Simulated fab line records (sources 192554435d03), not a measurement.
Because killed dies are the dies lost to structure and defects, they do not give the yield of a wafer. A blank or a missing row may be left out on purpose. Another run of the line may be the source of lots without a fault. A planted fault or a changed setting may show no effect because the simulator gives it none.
What tool caused it? || flow n5Finfet || 26 wafers from 9 lots sampled at 4 of the route's 1938 steps

== WHAT THE GAUGES READ, wafer by wafer ==
No reading from a measuring or inspecting step in the record can be judged against a usual standard deviation.

== WHICH TOOL RAN EACH LOT (tool, then ch and the chambers of the sampled wafers, then the start) ==
{"lot": "L476", "N5_BEOL_M5_DESCUM_16": "rieDiel-05 ch 1,2,3, day 8 04:49", "N5_BEOL_M5_STRIP_19": "rieDiel-05 ch 1,2,3, day 8 05:11", "N5_BEOL_M5_ETCH_68": "rieDiel-02 ch 0,2,3, day 8 06:40", "N5_BEOL_M5_STRIP_91": "rieDiel-02 ch 0,2,3, no start"}
{"lot": "L481", "N5_BEOL_M5_DESCUM_16": "rieDiel-02 ch 0,2,3, day 9 10:17", "N5_BEOL_M5_STRIP_19": "rieDiel-02 ch 1,2,3, day 9 10:38", "N5_BEOL_M5_ETCH_68": "rieDiel-02 ch 0,1,3, day 9 13:46", "N5_BEOL_M5_STRIP_91": "rieDiel-02 ch 0,1,3, no start"}
{"lot": "L483", "N5_BEOL_M5_DESCUM_16": "rieDiel-05 ch 0,2, day 9 23:38", "N5_BEOL_M5_STRIP_19": "rieDiel-05 ch 2,3, day 10 00:00", "N5_BEOL_M5_ETCH_68": "rieDiel-02 ch 0,1,3, day 10 01:37", "N5_BEOL_M5_STRIP_91": "rieDiel-02 ch 0,1,3, no start"}
{"lot": "L485", "N5_BEOL_M5_DESCUM_16": "rieDiel-05 ch 2,3, day 10 06:13", "N5_BEOL_M5_STRIP_19": "rieDiel-01 ch 1,2, day 10 06:40", "N5_BEOL_M5_ETCH_68": "rieDiel-02 ch 0,3, day 10 08:25", "N5_BEOL_M5_STRIP_91": "rieDiel-02 ch 0,3, no start"}
{"lot": "L484", "N5_BEOL_M5_DESCUM_16": "rieDiel-01 ch 0,1,2, day 10 12:50", "N5_BEOL_M5_STRIP_19": "rieDiel-01 ch 1,2,3, day 10 13:11", "N5_BEOL_M5_ETCH_68": "rieDiel-01 ch 1,3, day 10 13:55", "N5_BEOL_M5_STRIP_91": "rieDiel-01 ch 1,3, no start"}
{"lot": "L493", "N5_BEOL_M5_DESCUM_16": "rieDiel-05 ch 0,2,3, day 12 02:38", "N5_BEOL_M5_STRIP_19": "rieDiel-05 ch 0,1,3, day 12 02:59", "N5_BEOL_M5_ETCH_68": "rieDiel-05 ch 0,1,2, day 12 04:19", "N5_BEOL_M5_STRIP_91": "rieDiel-05 ch 0,1,2, no start"}
{"lot": "L497", "N5_BEOL_M5_DESCUM_16": "rieDiel-01 ch 0,1, day 13 14:47", "N5_BEOL_M5_STRIP_19": "rieDiel-05 ch 0,1,2, day 13 15:16", "N5_BEOL_M5_ETCH_68": "rieDiel-05 ch 0,2,3, day 13 16:26", "N5_BEOL_M5_STRIP_91": "rieDiel-05 ch 0,2,3, no start"}
{"lot": "L496", "N5_BEOL_M5_DESCUM_16": "rieDiel-02 ch 1,3, day 13 23:05", "N5_BEOL_M5_STRIP_19": "rieDiel-05 ch 1,3, day 13 23:26", "N5_BEOL_M5_ETCH_68": "rieDiel-02 ch 0,3, day 14 00:15", "N5_BEOL_M5_STRIP_91": "rieDiel-02 ch 0,3, no start"}
{"lot": "L498", "N5_BEOL_M5_DESCUM_16": "rieDiel-01 ch 1,3, day 13 23:25", "N5_BEOL_M5_STRIP_19": "rieDiel-05 ch 1,2, day 13 23:55", "N5_BEOL_M5_ETCH_68": "rieDiel-02 ch 1,2,3, day 14 00:45", "N5_BEOL_M5_STRIP_91": "rieDiel-02 ch 1,2,3, no start"}
- N5_BEOL_M5_DESCUM_16: chemistry O2, time 7 s.
- N5_BEOL_M5_STRIP_19: strips in O2.
- N5_BEOL_M5_ETCH_68: etches SOC in N2/H2, target depth 80 nm, overetch 16 nm, time 120 s.
- N5_BEOL_M5_STRIP_91: strips in N2/H2, time 10 s.

== AS READ BY THE TOOLS THEMSELVES (means over the sampled wafers that have a number; for cases with no such wafer, the mark the record gives instead) ==
N5_BEOL_M5_DESCUM_16. Usual: drypumpMotorCurrentA 5.9 A, standard deviation 0.32; oesProductAu 0.79 a.u., standard deviation 0.086; rfVppV 243.4 V, standard deviation 1; showerheadPlenumPTorr 2.10 Torr, standard deviation 0.044; tempC 40.02 C, standard deviation 0.099; throttleValvePct 20.43 %, standard deviation 0.22.
{"lot": "L476", "tool": "rieDiel-05", "drypumpMotorCurrentA (A)": 5.8, "oesProductAu (a.u.)": 0.80, "rfVppV (V)": 243.9, "showerheadPlenumPTorr (Torr)": 2.14, "tempC (C)": 39.97, "throttleValvePct (%)": 20.28, "flag": ""}
{"lot": "L481", "tool": "rieDiel-02", "drypumpMotorCurrentA (A)": 5.8, "oesProductAu (a.u.)": 0.83, "rfVppV (V)": 243.0, "showerheadPlenumPTorr (Torr)": 2.11, "tempC (C)": 39.98, "throttleValvePct (%)": 20.32, "flag": ""}
{"lot": "L483", "tool": "rieDiel-05", "drypumpMotorCurrentA (A)": 5.7, "oesProductAu (a.u.)": 0.83, "rfVppV (V)": 242.6, "showerheadPlenumPTorr (Torr)": 2.12, "tempC (C)": 40.00, "throttleValvePct (%)": 20.46, "flag": ""}
{"lot": "L485", "tool": "rieDiel-05", "drypumpMotorCurrentA (A)": 5.8, "oesProductAu (a.u.)": 0.76, "rfVppV (V)": 244.6, "showerheadPlenumPTorr (Torr)": 2.14, "tempC (C)": 40.06, "throttleValvePct (%)": 20.42, "flag": ""}
{"lot": "L484", "tool": "rieDiel-01", "drypumpMotorCurrentA (A)": 5.9, "oesProductAu (a.u.)": 0.77, "rfVppV (V)": 243.6, "showerheadPlenumPTorr (Torr)": 2.12, "tempC (C)": 40.14, "throttleValvePct (%)": 20.37, "flag": ""}
{"lot": "L493", "tool": "rieDiel-05", "drypumpMotorCurrentA (A)": 5.8, "oesProductAu (a.u.)": 0.77, "rfVppV (V)": 243.0, "showerheadPlenumPTorr (Torr)": 2.13, "tempC (C)": 40.00, "throttleValvePct (%)": 20.51, "flag": ""}
{"lot": "L497", "tool": "rieDiel-01", "drypumpMotorCurrentA (A)": 6.0, "oesProductAu (a.u.)": 0.92, "rfVppV (V)": 242.3, "showerheadPlenumPTorr (Torr)": 2.08, "tempC (C)": 40.19, "throttleValvePct (%)": 20.08, "flag": ""}
{"lot": "L496", "tool": "rieDiel-02", "drypumpMotorCurrentA (A)": 5.9, "oesProductAu (a.u.)": 0.70, "rfVppV (V)": 243.1, "showerheadPlenumPTorr (Torr)": 2.07, "tempC (C)": 40.15, "throttleValvePct (%)": 20.40, "flag": ""}
{"lot": "L498", "tool": "rieDiel-01", "drypumpMotorCurrentA (A)": 5.8, "oesProductAu (a.u.)": 0.80, "rfVppV (V)": 242.6, "showerheadPlenumPTorr (Torr)": 2.01, "tempC (C)": 39.99, "throttleValvePct (%)": 20.53, "flag": ""}

N5_BEOL_M5_STRIP_19. Usual: drypumpMotorCurrentA 5.9 A, standard deviation 0.31; oesProductAu 0.80 a.u., standard deviation 0.086; rfVppV 3.6 V, standard deviation 0.46; showerheadPlenumPTorr 2.12 Torr, standard deviation 0.037; tempC 39.98 C, standard deviation 0.11; throttleValvePct 16.63 %, standard deviation 0.22.
{"lot": "L476", "tool": "rieDiel-05", "drypumpMotorCurrentA (A)": 5.8, "oesProductAu (a.u.)": 0.80, "rfVppV (V)": 3.7, "showerheadPlenumPTorr (Torr)": 2.14, "tempC (C)": 40.02, "throttleValvePct (%)": 16.52, "flag": ""}
{"lot": "L481", "tool": "rieDiel-02", "drypumpMotorCurrentA (A)": 6.1, "oesProductAu (a.u.)": 0.81, "rfVppV (V)": 3.7, "showerheadPlenumPTorr (Torr)": 2.11, "tempC (C)": 40.03, "throttleValvePct (%)": 16.68, "flag": ""}
{"lot": "L483", "tool": "rieDiel-05", "drypumpMotorCurrentA (A)": 5.7, "oesProductAu (a.u.)": 0.77, "rfVppV (V)": 3.2, "showerheadPlenumPTorr (Torr)": 2.14, "tempC (C)": 39.87, "throttleValvePct (%)": 16.64, "flag": ""}
{"lot": "L485", "tool": "rieDiel-01", "drypumpMotorCurrentA (A)": 5.8, "oesProductAu (a.u.)": 0.68, "rfVppV (V)": 3.5, "showerheadPlenumPTorr (Torr)": 2.11, "tempC (C)": 40.02, "throttleValvePct (%)": 16.88, "flag": ""}
{"lot": "L484", "tool": "rieDiel-01", "drypumpMotorCurrentA (A)": 5.7, "oesProductAu (a.u.)": 0.71, "rfVppV (V)": 3.8, "showerheadPlenumPTorr (Torr)": 2.08, "tempC (C)": 39.92, "throttleValvePct (%)": 16.89, "flag": ""}
{"lot": "L493", "tool": "rieDiel-05", "drypumpMotorCurrentA (A)": 6.0, "oesProductAu (a.u.)": 0.78, "rfVppV (V)": 4.0, "showerheadPlenumPTorr (Torr)": 2.14, "tempC (C)": 39.98, "throttleValvePct (%)": 16.64, "flag": ""}
{"lot": "L497", "tool": "rieDiel-05", "drypumpMotorCurrentA (A)": 5.8, "oesProductAu (a.u.)": 0.81, "rfVppV (V)": 3.5, "showerheadPlenumPTorr (Torr)": 2.12, "tempC (C)": 39.91, "throttleValvePct (%)": 16.62, "flag": ""}
{"lot": "L496", "tool": "rieDiel-05", "drypumpMotorCurrentA (A)": 5.9, "oesProductAu (a.u.)": 0.86, "rfVppV (V)": 3.3, "showerheadPlenumPTorr (Torr)": 2.13, "tempC (C)": 39.99, "throttleValvePct (%)": 16.34, "flag": ""}
{"lot": "L498", "tool": "rieDiel-05", "drypumpMotorCurrentA (A)": 5.6, "oesProductAu (a.u.)": 0.79, "rfVppV (V)": 3.8, "showerheadPlenumPTorr (Torr)": 2.12, "tempC (C)": 39.93, "throttleValvePct (%)": 16.56, "flag": ""}

N5_BEOL_M5_ETCH_68. Usual: drypumpMotorCurrentA 5.9 A, standard deviation 0.36; h2FlowSccm 200.1 sccm, standard deviation 0.58; oesProductAu 0.61 a.u., standard deviation 0.064; rfVppV 524.5 V, standard deviation 1.4; runLengthS 143.3 s, standard deviation 0.45; showerheadPlenumPTorr 2.56 Torr, standard deviation 0.04; tempC 40.00 C, standard deviation 0.12; throttleValvePct 17.81 %, standard deviation 0.26.
{"lot": "L476", "tool": "rieDiel-02", "drypumpMotorCurrentA (A)": 5.8, "h2FlowSccm (sccm)": 200.3, "oesProductAu (a.u.)": 0.64, "rfVppV (V)": 526.1, "runLengthS (s)": 143.5, "showerheadPlenumPTorr (Torr)": 2.58, "tempC (C)": 39.96, "throttleValvePct (%)": 17.69, "flag": ""}
{"lot": "L481", "tool": "rieDiel-02", "drypumpMotorCurrentA (A)": 5.8, "h2FlowSccm (sccm)": 200.4, "oesProductAu (a.u.)": 0.57, "rfVppV (V)": 524.0, "runLengthS (s)": 143.3, "showerheadPlenumPTorr (Torr)": 2.55, "tempC (C)": 39.95, "throttleValvePct (%)": 17.86, "flag": ""}
{"lot": "L483", "tool": "rieDiel-02", "drypumpMotorCurrentA (A)": 5.8, "h2FlowSccm (sccm)": 200.3, "oesProductAu (a.u.)": 0.59, "rfVppV (V)": 524.0, "runLengthS (s)": 140.5, "showerheadPlenumPTorr (Torr)": 2.55, "tempC (C)": 40.04, "throttleValvePct (%)": 17.88, "flag": "OFF"}
{"lot": "L485", "tool": "rieDiel-02", "drypumpMotorCurrentA (A)": 5.6, "h2FlowSccm (sccm)": 200.3, "oesProductAu (a.u.)": 0.60, "rfVppV (V)": 523.6, "runLengthS (s)": 139.0, "showerheadPlenumPTorr (Torr)": 2.55, "tempC (C)": 39.95, "throttleValvePct (%)": 17.72, "flag": "OFF"}
{"lot": "L484", "tool": "rieDiel-01", "drypumpMotorCurrentA (A)": 5.9, "h2FlowSccm (sccm)": 200.5, "oesProductAu (a.u.)": 0.55, "rfVppV (V)": 521.9, "runLengthS (s)": 143.5, "showerheadPlenumPTorr (Torr)": 2.48, "tempC (C)": 40.02, "throttleValvePct (%)": 17.91, "flag": ""}
{"lot": "L493", "tool": "rieDiel-05", "drypumpMotorCurrentA (A)": 5.8, "h2FlowSccm (sccm)": 200.4, "oesProductAu (a.u.)": 0.63, "rfVppV (V)": 523.9, "runLengthS (s)": 143.3, "showerheadPlenumPTorr (Torr)": 2.57, "tempC (C)": 39.98, "throttleValvePct (%)": 17.70, "flag": ""}
{"lot": "L497", "tool": "rieDiel-05", "drypumpMotorCurrentA (A)": 5.9, "h2FlowSccm (sccm)": 200.1, "oesProductAu (a.u.)": 0.65, "rfVppV (V)": 524.5, "runLengthS (s)": 143.4, "showerheadPlenumPTorr (Torr)": 2.59, "tempC (C)": 40.00, "throttleValvePct (%)": 17.75, "flag": ""}
{"lot": "L496", "tool": "rieDiel-02", "drypumpMotorCurrentA (A)": 5.6, "h2FlowSccm (sccm)": 199.9, "oesProductAu (a.u.)": 0.56, "rfVppV (V)": 523.6, "runLengthS (s)": 143.5, "showerheadPlenumPTorr (Torr)": 2.54, "tempC (C)": 39.98, "throttleValvePct (%)": 17.73, "flag": ""}
{"lot": "L498", "tool": "rieDiel-02", "drypumpMotorCurrentA (A)": 6.1, "h2FlowSccm (sccm)": 200.1, "oesProductAu (a.u.)": 0.58, "rfVppV (V)": 524.0, "runLengthS (s)": 143.4, "showerheadPlenumPTorr (Torr)": 2.54, "tempC (C)": 40.05, "throttleValvePct (%)": 17.89, "flag": ""}

N5_BEOL_M5_STRIP_91. Usual: for drypumpMotorCurrentA, 5.9 A with a standard deviation of 0.35; for h2FlowSccm, 200.0 sccm with a standard deviation of 0.63; for oesProductAu, 0.80 a.u. with a standard deviation of 0.088; for rfVppV, 59.2 V with a standard deviation of 0.74; for showerheadPlenumPTorr, 2.56 Torr with a standard deviation of 0.04; for tempC, 39.99 C with a standard deviation of 0.11; for throttleValvePct, 23.7 % with a standard deviation of 0.31.
{"lot": "L476", "tool": "rieDiel-02", "drypumpMotorCurrentA (A)": 5.8, "h2FlowSccm (sccm)": 200.0, "oesProductAu (a.u.)": 0.85, "rfVppV (V)": 60.0, "showerheadPlenumPTorr (Torr)": 2.57, "tempC (C)": 39.93, "throttleValvePct (%)": 23.6, "flag": ""}
{"lot": "L481", "tool": "rieDiel-02", "drypumpMotorCurrentA (A)": 5.8, "h2FlowSccm (sccm)": 199.5, "oesProductAu (a.u.)": 0.76, "rfVppV (V)": 59.0, "showerheadPlenumPTorr (Torr)": 2.55, "tempC (C)": 39.95, "throttleValvePct (%)": 23.8, "flag": ""}
{"lot": "L483", "tool": "rieDiel-02", "drypumpMotorCurrentA (A)": 5.8, "h2FlowSccm (sccm)": 199.9, "oesProductAu (a.u.)": 0.75, "rfVppV (V)": 59.0, "showerheadPlenumPTorr (Torr)": 2.55, "tempC (C)": 40.11, "throttleValvePct (%)": 23.7, "flag": ""}
{"lot": "L485", "tool": "rieDiel-02", "drypumpMotorCurrentA (A)": 5.5, "h2FlowSccm (sccm)": 200.4, "oesProductAu (a.u.)": 0.77, "rfVppV (V)": 59.5, "showerheadPlenumPTorr (Torr)": 2.55, "tempC (C)": 40.06, "throttleValvePct (%)": 23.6, "flag": ""}
{"lot": "L484", "tool": "rieDiel-01", "drypumpMotorCurrentA (A)": 5.9, "h2FlowSccm (sccm)": 200.6, "oesProductAu (a.u.)": 0.71, "rfVppV (V)": 58.7, "showerheadPlenumPTorr (Torr)": 2.48, "tempC (C)": 40.02, "throttleValvePct (%)": 23.7, "flag": ""}
{"lot": "L493", "tool": "rieDiel-05", "drypumpMotorCurrentA (A)": 5.8, "h2FlowSccm (sccm)": 199.9, "oesProductAu (a.u.)": 0.82, "rfVppV (V)": 59.7, "showerheadPlenumPTorr (Torr)": 2.57, "tempC (C)": 40.02, "throttleValvePct (%)": 23.5, "flag": ""}
{"lot": "L497", "tool": "rieDiel-05", "drypumpMotorCurrentA (A)": 5.9, "h2FlowSccm (sccm)": 199.9, "oesProductAu (a.u.)": 0.85, "rfVppV (V)": 59.4, "showerheadPlenumPTorr (Torr)": 2.58, "tempC (C)": 40.11, "throttleValvePct (%)": 23.7, "flag": ""}
{"lot": "L496", "tool": "rieDiel-02", "drypumpMotorCurrentA (A)": 5.6, "h2FlowSccm (sccm)": 200.5, "oesProductAu (a.u.)": 0.73, "rfVppV (V)": 58.6, "showerheadPlenumPTorr (Torr)": 2.53, "tempC (C)": 40.00, "throttleValvePct (%)": 23.6, "flag": ""}
{"lot": "L498", "tool": "rieDiel-02", "drypumpMotorCurrentA (A)": 6.1, "h2FlowSccm (sccm)": 200.1, "oesProductAu (a.u.)": 0.77, "rfVppV (V)": 59.8, "showerheadPlenumPTorr (Torr)": 2.53, "tempC (C)": 39.86, "throttleValvePct (%)": 23.7, "flag": ""}

== THE ANSWER, worked out from the rows above alone ==
Rule: take the mean of a lot's wafers that have a number; if it is more than 3 standard deviations from the usual mean, the lot is off. A lot without any number at a reading at which 4 lots or more have one is off too. All remaining lots with rows at the step are treated as sound. First the gauges in route order, then the tools' own readings, where a lot's mean is used as printed above. The first step at which some lot is off is used, and at that step the reading that is off furthest; a lot without a number counts as furthest.
Off: L483, L485 (N5_BEOL_M5_ETCH_68, runLengthS).
A tool fits if, at that step or a process step before it, it ran every lot that is off, and no sound lot after the first of them. Of those tried, none fits.

== WHAT THE SIMULATOR HAD PUT IN ==
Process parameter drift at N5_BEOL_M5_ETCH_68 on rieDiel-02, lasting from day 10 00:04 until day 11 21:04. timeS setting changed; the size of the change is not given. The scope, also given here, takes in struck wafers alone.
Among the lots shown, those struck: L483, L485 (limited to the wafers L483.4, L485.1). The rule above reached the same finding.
